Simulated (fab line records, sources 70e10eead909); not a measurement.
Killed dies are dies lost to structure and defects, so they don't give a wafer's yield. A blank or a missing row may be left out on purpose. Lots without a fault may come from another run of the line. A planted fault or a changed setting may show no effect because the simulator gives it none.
Chamber matching | flow nand_harc | NHARC_A_STAIRCASE_STRIP_476 on rie_diel-13: 4 sister chambers
The step strips in O2, time 20 s. 14 wafers are shown with their chamber, then 7 later ones without.

WAFERS WITH THEIR CHAMBER
wafer  | chamber | showerhead_plenum_p_Torr (Torr) | drypump_motor_current_A (A) | oes_product_au (a.u.)
L079.2 | 1       | 3.77                            | 5.2                         | 0.994
L079.4 | 0       | 3.51                            | 6.0                         | 0.998
L079.6 | 0       | 3.51                            | 6.0                         | 1.002
L083.1 | 2       | 3.62                            | 5.6                         | 1.000
L083.4 | 3       | 3.28                            | 6.4                         | 1.009
L083.6 | 3       | 3.28                            | 6.4                         | 1.009
L087.3 | 0       | 3.50                            | 6.0                         | 1.008
L087.5 | 2       | 3.61                            | 5.6                         | 1.006
L087.6 | 1       | 3.76                            | 5.1                         | 0.983
L086.2 | 0       | 3.50                            | 6.1                         | 1.001
L086.3 | 3       | 3.27                            | 6.4                         | 1.008
L086.6 | 2       | 3.61                            | 5.6                         | 1.001
L090.1 | 2       | 3.60                            | 5.6                         | 1.016
L090.2 | 0       | 3.49                            | 6.1                         | 0.999

SIGNATURES (means of the wafers above)
reading                  | chamber 0 | chamber 1 | chamber 2 | chamber 3 | scatter within a chamber
showerhead_plenum_p_Torr | 3.5020    | 3.7650    | 3.6100    | 3.2767    | 0.00772
drypump_motor_current_A  | 6.040     | 5.150     | 5.600     | 6.400     | 0.0412
oes_product_au           | 1.00160   | 0.98850   | 1.00575   | 1.00867   | 0.00532
Rule: a wafer's distance from a chamber is the root of the sum, over the readings, of the square of ((its reading less the chamber's mean) divided by the reading's scatter). The wafer belongs to the nearest chamber; if the next one is less than 2 further off, it can't be placed. The scatter: the root of (the sum of the squares of (reading less its chamber's mean) over the shown wafers, divided by (wafers less chambers)).

WAFERS WITHOUT THEIR CHAMBER
wafer  | showerhead_plenum_p_Torr (Torr) | drypump_motor_current_A (A) | oes_product_au (a.u.)
L090.6 | 3.49                            | 6.1                         | 1.000
L092.1 | 3.75                            | 5.2                         | 0.996
L092.2 | 3.80                            | 6.4                         | 1.004
L092.6 | 3.80                            | 6.4                         | 1.005
L093.2 | 3.60                            | 5.6                         | 1.010
L093.3 | 3.80                            | 6.4                         | 1.008
L093.4 | 3.49                            | 6.1                         | 1.013

WHICH CHAMBER EACH WENT THROUGH
wafer  | from the rows above     | in truth
L090.6 | 0                       | 0
L092.1 | 1                       | 1
L092.2 | can't be placed: 1 or 2 | 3
L092.6 | can't be placed: 1 or 2 | 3
L093.2 | 2                       | 2
L093.3 | can't be placed: 1 or 2 | 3
L093.4 | 0                       | 0
Placed correctly: 4 of 7. Can't be placed from these rows: 3 (the true chamber is among the candidates in 0). Placed wrongly: 0.
